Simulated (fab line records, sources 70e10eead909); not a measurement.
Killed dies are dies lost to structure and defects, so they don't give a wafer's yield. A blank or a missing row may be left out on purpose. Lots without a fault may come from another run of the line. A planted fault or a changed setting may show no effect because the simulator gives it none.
Chamber matching | flow nand_harc | NHARC_P_CONTACT_DEP_30 on pecvd-03: 3 sister chambers
The step deposits SiNx, target thk 30 nm. 6 wafers are shown with their chamber, then 9 later ones without.

WAFERS WITH THEIR CHAMBER
wafer  | chamber | heater_power_w (W) | susceptor_temp_C (C)
L084.4 | 0       | 654                | 400.09
L084.5 | 2       | 637                | 399.92
L084.6 | 1       | 763                | 399.49
L088.1 | 0       | 650                | 399.80
L088.3 | 1       | 799                | 400.00
L088.5 | 2       | 715                | 400.01

WAFERS WITHOUT THEIR CHAMBER
wafer  | heater_power_w (W) | susceptor_temp_C (C)
L090.1 | 759                | 400.20
L090.3 | 612                | 400.01
L090.6 | 596                | 400.00
L092.1 | 627                | 399.86
L092.2 | 751                | 400.18
L092.3 | 741                | 399.88
L097.3 | 677                | 399.71
L097.4 | 646                | 399.96
L097.6 | 564                | 400.14

WHICH CHAMBER EACH WENT THROUGH
wafer  | from the rows above          | in truth
L090.1 | can't be placed: 1 or 2 or 0 | 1
L090.3 | can't be placed: 0 or 2      | 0
L090.6 | can't be placed: 0 or 2      | 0
L092.1 | can't be placed: 0 or 2      | 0
L092.2 | can't be placed: 1 or 2 or 0 | 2
L092.3 | can't be placed: 1 or 2 or 0 | 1
L097.3 | can't be placed: 2 or 0 or 1 | 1
L097.4 | can't be placed: 0 or 2      | 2
L097.6 | can't be placed: 0 or 2      | 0
Placed correctly: 0 of 9. Can't be placed from these rows: 9 (the true chamber is among the candidates in 9). Placed wrongly: 0.
How it was worked out, from the rows above alone: a wafer's distance from a chamber is the root of the sum, over the readings, of the square of ((its reading less the chamber's mean) divided by the reading's scatter). The wafer belongs to the nearest chamber; if the next one is less than 2 further off, it can't be placed. A chamber's mean is the mean of its shown wafers. The scatter: the root of (the sum of the squares of (reading less its chamber's mean) over the shown wafers, divided by (wafers less chambers)).
